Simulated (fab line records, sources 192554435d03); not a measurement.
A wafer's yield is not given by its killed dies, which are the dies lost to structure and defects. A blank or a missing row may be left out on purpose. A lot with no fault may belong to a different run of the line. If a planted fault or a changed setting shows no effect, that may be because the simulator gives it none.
What tool caused it?    flow n5_finfet    24 lots with 72 wafers sampled at 6 steps, on a route of 1938 steps

WHAT EACH GAUGE READ, for each wafer
N5_DUMMY_GATE_THK_MEAS_05. Usual: thk_nm 72.1 nm, standard deviation 1.
lot   measured     on             thk_nm (nm)     flag
L074  day 2 17:15  film_metro-01  72.6 72.2 72.8  
L075  day 3 00:33  film_metro-01  73.4 71.6 70.6  
L076  day 3 04:58  film_metro-01  72.0 72.5 73.6  
L077  day 3 13:52  film_metro-01  71.1 71.7 70.4  
L078  day 3 18:53  film_metro-01  71.9 71.3 72.2  
L079  day 4 01:16  film_metro-01  72.1 71.8 72.1  
L080  day 4 08:53  film_metro-01  73.3 73.3 71.2  
L081  day 4 13:43  film_metro-01  70.5 71.4 71.0  
L082  day 4 18:57  film_metro-02  72.3 71.8 72.3  
L083  day 5 03:11  film_metro-02  71.2 69.5 70.5  
L084  day 5 05:40  film_metro-02  71.4 71.1 70.8  
L085  day 5 13:33  film_metro-01  72.5 73.1 72.2  
L086  day 6 00:02  film_metro-01  71.7 73.0 72.6  
L087  day 6 01:16  film_metro-02  71.7 72.7 72.9  
L088  day 6 04:56  film_metro-01  72.8 72.7 72.7  
L089  day 6 13:41  film_metro-02  71.6 72.3 71.3  
L090  day 6 18:20  film_metro-02  70.6 70.9 69.8  
L091  day 6 22:12  film_metro-01  73.5 73.0 72.2  
L092  day 7 06:37  film_metro-02  74.9 74.6 73.6  
L093  day 7 11:05  film_metro-01  71.9 70.5 72.3  
L094  day 7 22:19  film_metro-01  73.2 73.1 72.7  
L095  day 8 00:01  film_metro-02  72.7 70.7 71.6  
L096  day 8 06:14  film_metro-01  72.6 71.7 71.6  
L097  day 8 11:40  film_metro-02  72.5 72.2 73.2  

N5_SD_EPI_N_CD_MEAS_09: target cd 120 nm. Usual: cd_nm 119.8 nm, standard deviation 0.63.
lot   measured     on         cd_nm (nm)         flag
L074  day 2 23:50  cd_sem-01  119.6 120.3 120.0  
L075  day 3 07:05  cd_sem-02  119.6 120.5 119.2  
L076  day 3 11:35  cd_sem-03  119.8 119.4 119.7  
L077  day 3 20:49  cd_sem-01  119.5 119.5 120.3  
L078  day 4 01:35  cd_sem-01  121.0 119.3 120.4  
L079  day 4 08:05  cd_sem-03  120.3 119.9 119.2  
L080  day 4 16:23  cd_sem-03  120.4 120.2 119.9  
L081  day 4 22:50  cd_sem-03  120.0 120.2 119.8  
L082  day 5 01:29  cd_sem-02  120.2 119.6 120.9  
L083  day 5 09:54  cd_sem-03  119.7 118.9 119.5  
L084  day 5 13:01  cd_sem-02  121.0 120.8 121.2  
L085  day 5 20:22  cd_sem-01  119.0 118.7 119.1  
L086  day 6 06:50  cd_sem-03  118.7 119.2 119.6  
L087  day 6 10:48  cd_sem-01  118.5 118.8 119.4  
L088  day 6 11:35  cd_sem-03  120.6 120.4 120.0  
L089  day 7 06:03  cd_sem-03  119.3 120.2 119.1  
L090  day 7 06:49  cd_sem-01  119.9 119.8 120.4  
L091  day 7 06:58  cd_sem-03  119.5 119.0 120.1  
L092  day 7 13:26  cd_sem-03  120.5 120.2 120.2  
L093  day 7 17:49  cd_sem-01  121.1 120.1 119.9  
L094  day 8 05:02  cd_sem-03  118.8 119.3 119.8  
L095  day 8 06:35  cd_sem-02  118.8 119.1 119.1  
L096  day 8 13:17  cd_sem-02  120.2 120.6 119.8  
L097  day 8 19:09  cd_sem-02  119.9 119.8 119.6  

N5_SD_EPI_N_INSPECT_11: inspects for defects (macro). Usual: raw_defect_count 2.1, standard deviation 1.4.
lot   measured     on                 raw_defect_count  flag
L074  day 2 23:53  defect_inspect-02  4 3 0             
L075  day 3 07:08  defect_inspect-01  1 2 3             
L076  day 3 11:38  defect_inspect-02  4 1 1             
L077  day 3 20:52  defect_inspect-02  2 3 1             
L078  day 4 01:40  defect_inspect-01  2 1 2             
L079  day 4 08:08  defect_inspect-02  3 1 0             
L080  day 4 16:26  defect_inspect-02  4 3 2             
L081  day 4 22:53  defect_inspect-02  2 2 4             
L082  day 5 01:32  defect_inspect-02  3 1 1             
L083  day 5 09:58  defect_inspect-02  1 3 2             
L084  day 5 13:04  defect_inspect-01  4 0 4             
L085  day 5 20:25  defect_inspect-02  3 0 1             
L086  day 6 06:53  defect_inspect-01  1 2 1             
L087  day 6 10:51  defect_inspect-02  4 1 0             
L088  day 6 11:38  defect_inspect-02  1 2 2             
L089  day 7 06:06  defect_inspect-01  1 5 3             
L090  day 7 06:52  defect_inspect-02  2 1 3             
L091  day 7 07:02  defect_inspect-02  3 2 1             
L092  day 7 13:29  defect_inspect-01  2 6 2             
L093  day 7 17:52  defect_inspect-01  4 3 1             
L094  day 8 05:05  defect_inspect-02  2 2 1             
L095  day 8 06:38  defect_inspect-01  4 1 4             
L096  day 8 13:20  defect_inspect-01  3 0 1             
L097  day 8 19:13  defect_inspect-01  0 2 1             

N5_DUMMY_REMOVAL_INSPECT_06: inspects for defects (brightfield). Usual: raw_defect_count 12, standard deviation 5.1.
lot   measured     on                 raw_defect_count  flag
L074  day 4 00:57  defect_inspect-01  9 12 6            
L075  day 4 03:53  defect_inspect-02  4 17 9            
L076  day 4 09:03  defect_inspect-02  9 5 19            
L077  day 4 19:53  defect_inspect-02  10 8 10           
L078  day 4 21:31  defect_inspect-02  9 7 17            
L079  day 5 07:06  defect_inspect-01  9 12 16           
L080  day 5 12:49  defect_inspect-01  13 15 29          
L081  day 5 20:17  defect_inspect-02  18 18 13          
L082  day 5 22:39  defect_inspect-01  10 8 8            
L083  day 6 06:13  defect_inspect-02  8 18 14           
L084  day 6 09:33  defect_inspect-02  8 10 12           
L085  day 6 17:33  defect_inspect-02  11 16 15          
L086  day 7 04:47  defect_inspect-02  9 16 14           
L087  day 7 08:46  defect_inspect-01  12 5 10           
L088  day 7 10:12  defect_inspect-02  13 14 2           
L089  day 8 03:44  defect_inspect-01  23 17 22          
L090  day 8 04:11  defect_inspect-01  3 7 12            
L091  day 8 06:08  defect_inspect-02  16 11 15          
L092  day 8 10:32  defect_inspect-02  9 6 10            
L093  day 8 16:25  defect_inspect-02  8 8 22            
L094  day 9 02:55  defect_inspect-02  17 16 13          
L095  day 9 03:46  defect_inspect-02  14 10 12          
L096  day 9 11:57  defect_inspect-02  20 12 4           
L097  day 9 15:44  defect_inspect-01  9 10 10           

EACH LOT AND THE TOOL THAT RAN IT (in order: tool; ch and the chambers of the sampled wafers; start)
lot   N5_DUMMY_GATE_ETCH_32            N5_SD_EPI_P_ETCH_16
L074  rie_si-05 ch 2,3, day 2 22:20    rie_diel-04 ch 1,3, day 3 05:56
L075  rie_si-06 ch 0,1,2, day 3 05:43  rie_diel-03 ch 0,1,2, day 3 12:31
L076  rie_si-05 ch 0,2, day 3 10:13    rie_diel-04 ch 1,2, day 3 17:22
L077  rie_si-05 ch 0,1,2, day 3 19:05  rie_diel-03 ch 0,1,3, day 4 03:40
L078  rie_si-05 ch 0,2,3, day 4 00:08  rie_diel-06 ch 2,3, day 4 06:38
L079  rie_si-05 ch 0,1,3, day 4 06:34  rie_diel-03 ch 1,2,3, day 4 13:26
L080  rie_si-05 ch 0,1, day 4 14:38    rie_diel-06 ch 1,2,3, day 4 21:29
L081  rie_si-05 ch 1,2, day 4 19:13    rie_diel-04 ch 1,2, day 5 04:37
L082  rie_si-06 ch 1,2,3, day 5 00:02  rie_diel-06 ch 0,1,2, day 5 06:29
L083  rie_si-02 ch 0,1, day 5 08:25    rie_diel-06 ch 0,1,2, day 5 14:56
L084  rie_si-06 ch 0,2,3, day 5 10:56  rie_diel-03 ch 0,1,3, day 5 18:08
L085  rie_si-05 ch 0,1,2, day 5 18:38  rie_diel-03 ch 0,1,3, day 6 02:29
L086  rie_si-02 ch 2,3, day 6 05:28    rie_diel-03 ch 0,1,2, day 6 12:30
L087  rie_si-06 ch 0,3, day 6 09:19    rie_diel-03 ch 1,2,3, day 6 17:18
L088  rie_si-05 ch 1,2,3, day 6 10:01  rie_diel-04 ch 2,3, day 6 17:28
L089  rie_si-05 ch 1,2,3, day 7 04:34  rie_diel-04 ch 0,1, day 7 11:57
L090  rie_si-06 ch 0,1,2, day 7 04:56  rie_diel-06 ch 0,2, day 7 12:08
L091  rie_si-02 ch 0,1,3, day 7 04:58  rie_diel-04 ch 0,1,2, day 7 12:37
L092  rie_si-05 ch 0,1,3, day 7 11:55  rie_diel-06 ch 0,3, day 7 18:29
L093  rie_si-02 ch 0,1,2, day 7 16:19  rie_diel-06 ch 0,1,2, day 7 23:38
L094  rie_si-02 ch 0,3, day 8 03:33    rie_diel-04 ch 1,2, day 8 10:55
L095  rie_si-05 ch 0,2,3, day 8 05:14  rie_diel-04 ch 1,2,3, day 8 12:00
L096  rie_si-05 ch 1,2,3, day 8 11:43  rie_diel-03 ch 0,2,3, day 8 19:15
L097  rie_si-06 ch 0,1,2, day 8 16:46  rie_diel-03 ch 0,1,3, day 9 00:17
- N5_DUMMY_GATE_ETCH_32: etches SiO2 in CF4, target depth 3.5 nm, time 3.9 s.
- N5_SD_EPI_P_ETCH_16: etches SiO2 in CHF3/O2, target depth 5 nm.

WHAT THE TOOLS THEMSELVES READ (means of the sampled wafers that have a number; where no wafer has one, the mark that the record gives instead)
N5_DUMMY_GATE_ETCH_32. Usual: drypump_motor_current_A 5.8 A, standard deviation 0.39; oes_product_au 1.007 a.u., standard deviation 0.017; throttle_valve_pct 21.85 %, standard deviation 0.22.
lot   tool       drypump_motor_current_A (A)  oes_product_au (a.u.)  throttle_valve_pct (%)  flag
L074  rie_si-05  5.8                          1.007                  21.93                   
L075  rie_si-06  5.7                          1.003                  21.80                   
L076  rie_si-05  6.2                          1.000                  22.05                   
L077  rie_si-05  6.1                          1.003                  22.03                   
L078  rie_si-05  5.9                          1.006                  21.91                   
L079  rie_si-05  5.8                          1.012                  21.91                   
L080  rie_si-05  6.2                          1.008                  22.03                   
L081  rie_si-05  6.1                          1.008                  22.04                   
L082  rie_si-06  5.8                          1.022                  21.74                   
L083  rie_si-02  5.5                          0.987                  21.78                   
L084  rie_si-06  5.8                          1.011                  21.68                   
L085  rie_si-05  6.1                          0.999                  22.02                   
L086  rie_si-02  5.4                          1.017                  21.65                   
L087  rie_si-06  6.0                          1.019                  21.45                   
L088  rie_si-05  5.9                          1.013                  21.94                   
L089  rie_si-05  5.8                          1.017                  21.93                   
L090  rie_si-06  5.7                          1.006                  21.80                   
L091  rie_si-02  5.6                          0.999                  21.70                   
L092  rie_si-05  5.9                          1.007                  21.91                   
L093  rie_si-02  5.7                          0.982                  21.73                   
L094  rie_si-02  5.2                          1.005                  21.79                   
L095  rie_si-05  5.9                          1.005                  21.93                   
L096  rie_si-05  5.9                          1.012                  21.93                   
L097  rie_si-06  5.7                          1.002                  21.80                   

N5_SD_EPI_P_ETCH_16. Usual: drypump_motor_current_A 5.8 A, standard deviation 0.35; oes_product_au 0.78 a.u., standard deviation 0.091; rf_vpp_V 524 V, standard deviation 6.4; showerhead_plenum_p_Torr 2.43 Torr, standard deviation 0.062; throttle_valve_pct 18.9 %, standard deviation 0.31.
lot   tool         drypump_motor_current_A (A)  oes_product_au (a.u.)  rf_vpp_V (V)  showerhead_plenum_p_Torr (Torr)  throttle_valve_pct (%)  flag
L074  rie_diel-04  5.5                          0.79                   525           2.46                             18.8                    
L075  rie_diel-03  6.0                          0.81                   522           2.42                             18.8                    
L076  rie_diel-04  5.6                          0.81                   518           2.40                             18.8                    
L077  rie_diel-03  6.0                          0.84                   524           2.47                             18.8                    
L078  rie_diel-06  5.4                          0.80                   528           2.45                             18.9                    
L079  rie_diel-03  6.2                          0.74                   522           2.47                             19.0                    
L080  rie_diel-06  5.6                          0.75                   526           2.43                             19.1                    
L081  rie_diel-04  5.6                          0.79                   517           2.39                             18.8                    
L082  rie_diel-06  5.6                          0.77                   532           2.44                             19.1                    
L083  rie_diel-06  5.6                          0.76                   532           2.44                             19.1                    
L084  rie_diel-03  6.0                          0.82                   523           2.46                             18.8                    
L085  rie_diel-03  6.0                          0.82                   524           2.46                             18.8                    
L086  rie_diel-03  6.0                          0.88                   522           2.41                             18.7                    
L087  rie_diel-03  6.2                          0.83                   522           2.46                             18.9                    
L088  rie_diel-04  5.5                          0.82                   524           2.40                             18.8                    
L089  rie_diel-04  5.8                          0.69                   520           2.45                             19.1                    
L090  rie_diel-06  5.4                          0.79                   531           2.44                             19.0                    
L091  rie_diel-04  5.8                          0.73                   520           2.40                             19.1                    
L092  rie_diel-06  5.7                          0.78                   526           2.47                             18.7                    
L093  rie_diel-06  5.6                          0.74                   532           2.43                             19.1                    
L094  rie_diel-04  5.6                          0.78                   517           2.38                             18.9                    
L095  rie_diel-04  5.5                          0.76                   520           2.41                             18.9                    
L096  rie_diel-03  6.1                          0.85                   518           2.41                             18.6                    
L097  rie_diel-03  6.0                          0.79                   523           2.45                             18.8                    

THE ANSWER, worked out from the rows above alone
Rule: a lot counts as off when the mean over its wafers that have a number is more than 3 standard deviations away from the usual mean. A lot without any number at a reading at which 4 lots or more have one is off too. The other lots that the step has rows for count as sound. Order of review: gauges by route order, followed by the tools' own readings, for which a lot's mean as printed above is used. At the first step where some lot is off, the reading lying furthest off is the one used; lots without a number count as furthest.
No lot is off on any of the readings shown, so nothing can be concluded from this.

WHAT WAS PUT IN BY THE SIMULATOR
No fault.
